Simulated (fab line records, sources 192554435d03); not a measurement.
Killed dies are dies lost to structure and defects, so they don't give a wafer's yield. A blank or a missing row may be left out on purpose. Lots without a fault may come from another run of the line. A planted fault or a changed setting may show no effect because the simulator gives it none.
Chamber matching | flow n5_finfet | N5_MOL_CONTACT_COAG_VIA_ETCH_46 on rie_diel-04: 4 sister chambers
The step etches SiO2 in C4F6/O2, target depth 46 nm, overetch 9.2 nm, time 40 s. 18 wafers are shown with their chamber, then 9 later ones without.

WAFERS WITH THEIR CHAMBER
wafer  | chamber | rf_vpp_V (V) | drypump_motor_current_A (A) | showerhead_plenum_p_Torr (Torr)
L076.1 | 1       | 1604         | 6.5                         | 2.79
L076.3 | 2       | 1583         | 5.4                         | 2.88
L076.6 | 0       | 1583         | 5.1                         | 2.82
L077.1 | 3       | 1533         | 5.9                         | 2.68
L077.4 | 1       | 1604         | 6.5                         | 2.79
L077.5 | 1       | 1603         | 6.5                         | 2.79
L081.1 | 1       | 1603         | 6.5                         | 2.79
L081.3 | 2       | 1583         | 5.4                         | 2.88
L081.6 | 2       | 1583         | 5.4                         | 2.88
L082.2 | 1       | 1602         | 6.5                         | 2.79
L082.4 | 0       | 1583         | 5.1                         | 2.81
L082.5 | 1       | 1604         | 6.5                         | 2.79
L083.1 | 0       | 1583         | 5.1                         | 2.81
L083.4 | 1       | 1603         | 6.5                         | 2.79
L083.5 | 2       | 1583         | 5.4                         | 2.88
L085.1 | 0       | 1584         | 5.2                         | 2.81
L085.4 | 2       | 1581         | 5.4                         | 2.87
L085.5 | 1       | 1603         | 6.5                         | 2.78

SIGNATURES (means of the wafers above)
reading                  | chamber 0 | chamber 1 | chamber 2 | chamber 3 | scatter within a chamber
rf_vpp_V                 | 1583.25   | 1603.25   | 1582.60   | 1533.00   | 0.729
drypump_motor_current_A  | 5.125     | 6.500     | 5.400     | 5.900     | 0.0231
showerhead_plenum_p_Torr | 2.8125    | 2.7887    | 2.8780    | 2.6800    | 0.00416
Rule: a wafer's distance from a chamber is the root of the sum, over the readings, of the square of ((its reading less the chamber's mean) divided by the reading's scatter). The wafer belongs to the nearest chamber; if the next one is less than 2 further off, it can't be placed. The scatter: the root of (the sum of the squares of (reading less its chamber's mean) over the shown wafers, divided by (wafers less chambers)).

WAFERS WITHOUT THEIR CHAMBER
wafer  | rf_vpp_V (V) | drypump_motor_current_A (A) | showerhead_plenum_p_Torr (Torr)
L086.1 | 1580         | 5.1                         | 2.81
L086.2 | 1557         | 5.8                         | 3.01
L086.4 | 1602         | 6.5                         | 2.78
L087.1 | 1556         | 5.9                         | 3.01
L087.5 | 1581         | 5.4                         | 2.87
L087.6 | 1603         | 6.5                         | 2.78
L095.1 | 1584         | 5.1                         | 2.80
L095.3 | 1558         | 5.8                         | 3.00
L095.5 | 1582         | 5.4                         | 2.86

WHICH CHAMBER EACH WENT THROUGH
wafer  | from the rows above | in truth
L086.1 | 0                   | 0
L086.2 | 2                   | 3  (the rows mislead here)
L086.4 | 1                   | 1
L087.1 | 2                   | 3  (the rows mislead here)
L087.5 | 2                   | 2
L087.6 | 1                   | 1
L095.1 | 0                   | 0
L095.3 | 2                   | 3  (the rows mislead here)
L095.5 | 2                   | 2
Placed correctly: 6 of 9. Can't be placed from these rows: 0. Placed wrongly: 3.
